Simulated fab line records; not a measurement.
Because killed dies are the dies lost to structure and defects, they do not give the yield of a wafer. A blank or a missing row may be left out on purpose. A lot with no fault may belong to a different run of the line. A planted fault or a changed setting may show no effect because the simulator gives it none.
fab line records | flow nand_harc
record: lots: 12 wafers: 36 last_day: 32
route steps=1302 shown P_GATE@144
lots that met no fault: from a run of the same line without faults
start_h: hours from the record's opening day to when the first of the lot's shown wafers began | wait_h: how many hours have passed since the lot's step before this one | " identical to the entry in the row above | L1.1+2: a single row standing in for several wafers | - no value present, or no start provided | * or withheld: withheld | < > ~ a bound
route shown NAME@n: names a module that has steps shown in the file, with the first one's number in the route | usual: mean/standard deviation taken from wafers without a fault | same: alike in all rows | chamber/n: place in a boat | sites: readings site by site | _std_site: their standard deviation | _edge_site: the outer-site mean with the inner-site mean subtracted | radius_mm: for every site, how far away it sits from the centre of the wafer | mask NAME#n: copy n | behind: the tool/chamber that last shaped the wafer | hold: what put the lot on hold/how long, in hours/how the hold closed | device: which transistor (n, p or np) failed to switch | end of line: the tests these same wafers got at the end of their route | where a step has no rows: the recipe by itself | killed: at the first sort, the dies lost to defects and structure; wafer yield is something else | map: dies across one wafer; x = killed, . = not, _ = none there
set.NAME: the setting as run; set.NAME@STEP: as run at that earlier step | model.NAME: the simulator's own value behind a step, which no gauge read
one table for each step of the route and one row for each wafer, over a sample of lots
services: the hour from which a tool's chamber was out of use, counted from the record's first day as start_h (under 0 if before that day), plus the number of hours and why
== steps ==
step: NHARC_P_GATE_DESCUM_31
recipe: time_s: 3 o2_flow_sccm: 200 ar_flow_sccm: 0 bias_power_w: 0 chemistry: O2
usual: drypump_motor_current_A: 5.9/0.43 mfc_ar_sccm: 0.011/0.0099 oes_product_au: 0.998/0.012 rf_vpp_V: 57.7/0.83 showerhead_plenum_p_Torr: 1.90/0.056 throttle_valve_pct: 11.311/0.0089
columns lot.wafer tool chamber start_h wait_h drypump_motor_current_A mfc_ar_sccm oes_product_au rf_hours_counter_h rf_vpp_V showerhead_plenum_p_Torr throttle_valve_pct
L133.3 rie_diel-09 0 114.73 0.1 5.6 0.010 0.970 9 56.9 1.83 11.312
L133.2 " 2 " " 6.0 0.001 0.997 10 57.7 1.98 11.322
L133.6 " 1 " " 6.2 0.019 0.969 - 59.3 1.94 11.305
L136.1 rie_diel-09 0 142.52 0.1 5.6 0.010 0.975 11 56.4 1.83 11.331
L136.3 " 1 " " 6.2 0.019 0.987 10 57.7 1.94 11.301
L136.6 " 1 " " 6.2 0.019 0.985 - 59.0 1.94 11.327
L137.2 rie_diel-12 0 159.46 0.1 5.5 0.027 0.980 5 59.8 1.98 11.308
L137.3 " 1 " " 5.9 0.013 0.999 5 56.9 1.89 11.323
L137.5 " 1 " " 5.9 0.013 1.010 - 57.5 1.89 11.316
L138.1 rie_diel-12 0 166.04 0.1 5.5 0.027 0.978 6 58.3 1.98 11.314
L138.3 " 1 " " 5.9 0.013 1.001 6 57.2 1.89 11.315
L138.5 " 1 " " 5.9 0.013 1.004 - 57.8 1.89 11.316
L147.3 rie_diel-12 3 260.33 0.1 6.7 0 1.011 11 57.5 1.90 11.304
L147.4 " 1 " " 5.9 0.013 1.002 11 56.7 1.88 11.319
L147.5 " 2 " " 5.2 0.027 1.013 - 58.7 1.85 11.299
L148.3 rie_diel-09 0 268.75 0.1 5.6 0.010 0.978 6 57.4 1.83 11.313
L148.4 " 2 " " 6.0 0.001 0.995 6 58.9 1.98 11.316
L148.5 " 3 " " 6.3 0 1.011 - 56.3 1.91 11.317
L149.1 rie_diel-09 0 284.72 0.1 5.6 0.010 0.993 6 58.6 1.83 11.316
L149.3 " 2 " " 6.0 0.001 1.000 6 57.4 1.98 11.313
L149.5 " 3 " " 6.3 0 1.016 - 58.0 1.91 11.296
L150.3 rie_diel-03 2 291.94 0.1 5.6 0 1.006 0 57.7 1.82 11.301
L150.2 " 0 " " 6.6 0 1.006 0 58.1 1.95 11.297
L150.6 " 1 " " 6.0 0.013 0.986 - 57.9 1.97 11.320
L151.4 rie_diel-09 0 296.36 0.1 5.6 0.010 0.989 8 58.7 1.83 11.321
L151.3 " 1 " " 6.2 0.019 0.976 7 56.4 1.94 11.306
L151.1 " 2 " " 6.0 0.001 1.005 7 59.2 1.98 11.300
L153.3 rie_diel-03 1 308.83 0.1 6.1 0.013 0.979 1 59.0 1.97 11.290
L153.5 " 0 " " 6.6 0 1.005 - 58.5 1.95 11.323
L153.6 " 1 " " 6.0 0.013 0.977 - 58.0 1.97 11.300
L152.2 rie_diel-12 1 308.99 0.1 6.0 0.013 1.007 1 57.6 1.88 11.307
L152.3 " 2 " " 5.2 0.027 1.006 2 58.0 1.85 11.323
L152.5 " 3 " " 6.7 0 0.989 - 58.4 1.90 11.312
L154.4 rie_diel-03 2 326.09 0.1 5.6 0 1.005 3 57.1 1.82 11.302
L154.1 " 3 " " 5.8 0.004 1.012 3 57.5 1.83 11.311
L154.3 " 0 " " 6.6 0 1.008 3 57.9 1.95 11.302
step: NHARC_P_GATE_STRIP_108
recipe: o2_flow_sccm: 500 ar_flow_sccm: 0 bias_w: 0 chemistry: O2
usual: drypump_motor_current_A: 6.0/0.42 mfc_ar_sccm: 0.009/0.0099 oes_product_au: 0.998/0.011 rf_vpp_V: 57.8/0.88 showerhead_plenum_p_Torr: 3.52/0.1 throttle_valve_pct: 17.037/0.0097
columns lot.wafer tool chamber start_h wait_h drypump_motor_current_A mfc_ar_sccm oes_product_au rf_hours_counter_h rf_vpp_V showerhead_plenum_p_Torr throttle_valve_pct
L133.3 rie_diel-03 1 115.35 - 6.1 0.013 0.989 1 57.3 3.63 17.023
L133.2 " 2 " " 5.6 0 0.984 0 58.2 3.37 17.018
L133.6 " 1 " " 6.1 0.013 0.991 - 57.6 3.63 17.049
L136.3 rie_diel-03 2 143.24 - 5.6 0 0.991 1 57.5 3.37 17.032
L136.1 " 0 " " 6.6 0 0.990 1 58.8 3.59 17.052
L136.6 " 1 " " 6.0 0.013 0.991 - 58.8 3.63 17.033
L137.2 rie_diel-12 0 160.08 - 5.5 0.027 0.978 5 59.1 3.64 17.041
L137.3 " 1 " " 6.0 0.013 1.006 6 57.6 3.48 17.033
L137.5 " 0 " " 5.6 0.027 0.987 - 57.9 3.64 17.027
L138.3 rie_diel-12 0 166.65 - 5.6 0.027 0.982 6 58.0 3.64 17.039
L138.1 " 1 " " 6.0 0.013 1.009 6 57.9 3.48 17.038
L138.5 " 0 " " 5.6 0.027 0.977 - 58.6 3.64 17.035
L147.3 rie_diel-03 2 260.96 - 5.6 0 0.996 8 57.9 3.37 17.018
L147.4 " 1 " " 6.1 0.013 1.004 - 58.9 3.62 17.039
L147.5 " 0 " " 6.7 0 0.994 - 57.3 3.59 17.027
L148.3 rie_diel-03 1 269.39 - 6.1 0.013 1.002 7 56.5 3.62 17.052
L148.4 " 0 " " 6.6 0 0.978 - 60.1 3.59 17.024
L148.5 " 2 " " 5.6 0 0.994 - 58.1 3.37 17.037
L149.3 rie_diel-12 0 285.40 - 5.6 0.027 0.995 1 58.1 3.63 17.055
L149.1 " 2 " " 5.2 0.027 0.995 1 55.9 3.43 17.023
L149.5 " 0 " " 5.6 0.027 0.989 - 56.7 3.63 17.064
L150.2 rie_diel-12 1 292.56 - 6.0 0.013 0.991 1 57.7 3.48 17.042
L150.3 " 3 " " 6.7 0 0.990 1 58.8 3.51 17.044
L150.6 " 0 " " 5.6 0.027 1.005 - 57.2 3.63 17.049
L151.3 rie_diel-09 0 296.97 - 5.6 0.010 0.992 8 56.5 3.39 17.041
L151.1 " 1 " " 6.2 0.019 0.984 7 58.4 3.57 17.030
L151.4 " 2 " " 6.0 0.001 0.990 7 58.6 3.65 17.037
L153.3 rie_diel-09 2 309.45 - 6.0 0.001 0.993 7 57.8 3.64 17.016
L153.6 " 2 " " 6.0 0.001 0.997 - 55.4 3.64 17.042
L153.5 " 3 " " 6.3 0 1.023 - 58.7 3.52 17.039
L152.2 rie_diel-03 1 309.60 - 6.0 0.013 0.980 1 57.3 3.62 17.035
L152.3 " 0 " " 6.7 0 1.004 1 58.0 3.59 17.041
L152.5 " 2 " " 5.6 0 1.009 - 56.5 3.37 17.041
L154.4 rie_diel-03 3 326.70 - 5.7 0.004 1.008 3 59.5 3.39 17.035
L154.3 " 0 " " 6.6 0 1.016 3 57.5 3.58 17.042
L154.1 " 1 " " 6.0 0.013 0.989 3 58.2 3.62 17.043
step: NHARC_P_GATE_STRIP_111
recipe: power_w: 1500 temp_c: 110 time_s: 250 chemistry: N2/H2
usual: drypump_motor_current_A: 6.0/0.31 heater_power_w: 87/8.2
columns lot.wafer tool chamber start_h wait_h drypump_motor_current_A heater_power_w rf_hours_counter_h
L133.2 plasma_asher-02 1 127.03 0.2 5.9 89 11
L133.3 " 0 " " 5.4 101 -
L133.6 " 0 " " 5.4 100 -
L136.1 plasma_asher-02 1 155.14 0.2 5.9 92 17
L136.3 " 0 " " 5.4 95 -
L136.6 " 0 " " 5.4 97 -
L137.2 plasma_asher-02 1 171.97 0.2 5.9 91 20
L137.3 " 1 " " 5.9 93 -
L137.5 " 0 " " 5.5 95 -
L138.1 plasma_asher-01 1 178.28 0.2 6.2 76 2
L138.3 " 0 " " 6.2 93 -
L138.5 " 0 " " 6.3 89 -
L147.4 plasma_asher-01 0 272.68 0.2 6.2 91 -
L147.3 " 1 " " 6.2 77 -
L147.5 " 0 " " 6.2 88 -
L148.3 plasma_asher-01 0 281.11 0.2 6.2 91 -
L148.4 " 1 " " 6.2 73 -
L148.5 " 1 " " 6.2 76 -
L149.1 plasma_asher-01 1 299.17 0.2 6.2 76 28
L149.3 " 1 " " 6.2 76 -
L149.5 " 0 " " 6.3 91 -
L150.2 plasma_asher-01 1 304.23 0.2 6.2 76 30
L150.3 " 0 " " 6.2 89 -
L150.6 " 1 " " 6.3 76 -
L151.1 plasma_asher-02 0 308.63 0.2 5.4 96 9
L151.3 " 0 " " 5.4 93 -
L151.4 " 1 " " 5.9 90 -
L153.3 plasma_asher-01 0 321.24 0.3 6.3 93 -
L153.5 " 1 " " 6.2 74 -
L153.6 " 0 " " 6.2 91 -
L152.2 plasma_asher-02 1 321.26 0.2 5.9 93 12
L152.3 " 1 " " 5.9 92 -
L152.5 " 1 " " 5.9 92 -
L154.1 plasma_asher-01 0 338.41 0.2 6.3 90 37
L154.3 " 0 " " 6.3 90 -
L154.4 " 1 " " 6.2 76 -
step: NHARC_P_GATE_EXPOSE_88
recipe: na: 0.6 target_cd_nm: 2000 dose_mj: 11.87 mask_id: P_HVN
columns lot.wafer tool chamber start_h wait_h mask
L133.2+3+6 krf_scanner-02 0 129.82 - P_HVN#0
L136.1+3+6 krf_scanner-02 0 157.92 - P_HVN#0
L137.2+3+5 krf_scanner-04 0 174.84 - P_HVN#0
L138.1+3+5 krf_scanner-03 0 181.10 - P_HVN_R1#0
L147.3+4+5 krf_scanner-04 0 275.25 - P_HVN#0
L148.3+4+5 krf_scanner-04 0 283.70 - P_HVN#0
L149.1+3+5 krf_scanner-04 0 301.82 - P_HVN#0
L150.2+3+6 krf_scanner-04 0 306.90 - P_HVN#0
L151.1+3+4 krf_scanner-02 0 311.30 - P_HVN#0
L153.3+5+6 krf_scanner-03 0 323.88 - P_HVN#0
L152.2+3+5 krf_scanner-04 0 324.04 - P_HVN#0
L154.1+3+4 krf_scanner-02 0 341.07 - P_HVN#0
step: NHARC_P_GATE_CD_MEAS_91
recipe: target_cd_nm: 2000 landing_energy_ev: 500
usual: cd_nm: 1999.4/2.3
columns lot.wafer tool chamber start_h wait_h cd_nm
L133.2 cd_sem-03 0 129.97 - 1997.8
L133.3 " 0 " " 2000.4
L133.6 " 0 " " 1993.0
L136.1 cd_sem-01 0 158.08 - 2000.0
L136.3 " 0 " " 2000.0
L136.6 " 0 " " 2000.2
L137.2 cd_sem-02 0 174.99 - 1998.1
L137.3 " 0 " " 2003.3
L137.5 " 0 " " 1998.1
L138.1 cd_sem-03 0 181.27 - 1979.9
L138.3 " 0 " " 1979.3
L138.5 " 0 " " 1978.6
L147.3 cd_sem-03 0 275.40 - 1999.9
L147.4 " 0 " " 1997.5
L147.5 " 0 " " 1996.0
L148.3 cd_sem-02 0 283.85 - 1997.1
L148.4 " 0 " " 2001.6
L148.5 " 0 " " 2002.0
L149.1 cd_sem-03 0 301.98 - 1998.5
L149.3 " 0 " " 2001.0
L149.5 " 0 " " 1999.1
L150.2 cd_sem-03 0 307.06 - 2002.0
L150.3 " 0 " " 2001.9
L150.6 " 0 " " 2001.8
L151.1 cd_sem-02 0 311.46 - 1997.8
L151.3 " 0 " " 2001.3
L151.4 " 0 " " 1999.7
L153.3 cd_sem-03 0 324.03 - 2004.3
L153.5 " 0 " " 1995.7
L153.6 " 0 " " 2004.3
L152.2 cd_sem-01 0 324.19 - 1997.8
L152.3 " 0 " " 1995.4
L152.5 " 0 " " 1998.0
L154.1 cd_sem-01 0 341.23 - 1997.7
L154.3 " 0 " " 2001.3
L154.4 " 0 " " 2001.1
== services ==
columns tool chamber start_h hours kind
rie_diel-12 - 91.40 9.0 pm
rie_diel-03 2 97.10 1.7 repair
rie_diel-03 2 102.53 2.8 repair
rie_diel-03 - 104.38 9.0 pm
rie_diel-09 2 121.83 23.1 repair
rie_diel-03 3 143.02 5.1 repair
rie_diel-09 - 143.10 9.0 pm
rie_diel-03 1 144.61 4.3 repair
plasma_asher-01 - 165.07 9.0 pm
rie_diel-09 1 176.05 6.8 repair
rie_diel-12 - 178.74 0.9 repair
krf_scanner-04 - 182.00 4.0 pm
krf_scanner-04 - 198.20 0.4 repair
rie_diel-03 1 214.61 2.2 repair
rie_diel-03 - 215.09 1.3 repair
rie_diel-09 3 225.95 7.5 repair
plasma_asher-02 - 244.99 0.8 repair
rie_diel-09 3 246.88 4.9 repair
rie_diel-03 3 258.41 12.7 repair
rie_diel-12 - 268.40 9.0 pm
rie_diel-09 1 278.84 10.1 repair
rie_diel-03 - 281.38 9.0 pm
rie_diel-09 - 320.10 9.0 pm
rie_diel-12 - 328.39 0.2 repair
== key ==
first_sign: step: NHARC_P_GATE_EXPOSE_88 reading: mask direction: changed
effect: step: NHARC_P_GATE_CD_MEAS_91 reading: cd_nm direction: down sigmas: 8.9 usual: 1999.4 struck: 1979.3
met_at NHARC_P_GATE_EXPOSE_88
struck_lots L138
tester_left_out L138
not_acting_at NHARC_P_GATE_DESCUM_31,NHARC_P_GATE_STRIP_108,NHARC_P_GATE_STRIP_111
fault: kind: wrong_mask tool: any chamber: - onset_h: 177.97 steps: NHARC_P_GATE_EXPOSE_88 aux_copy: P_HVN_R1#0 cd_offset_nm: -19.698 scope: struck_lots_only
tester_left_out: of these lots the tester's yield and bins aren't shown, on N5 and GAA mostly nor the transistor test; their killed dies are dies lost to structure and defects alone, not to doping, threshold or leakage, so they don't give the yield
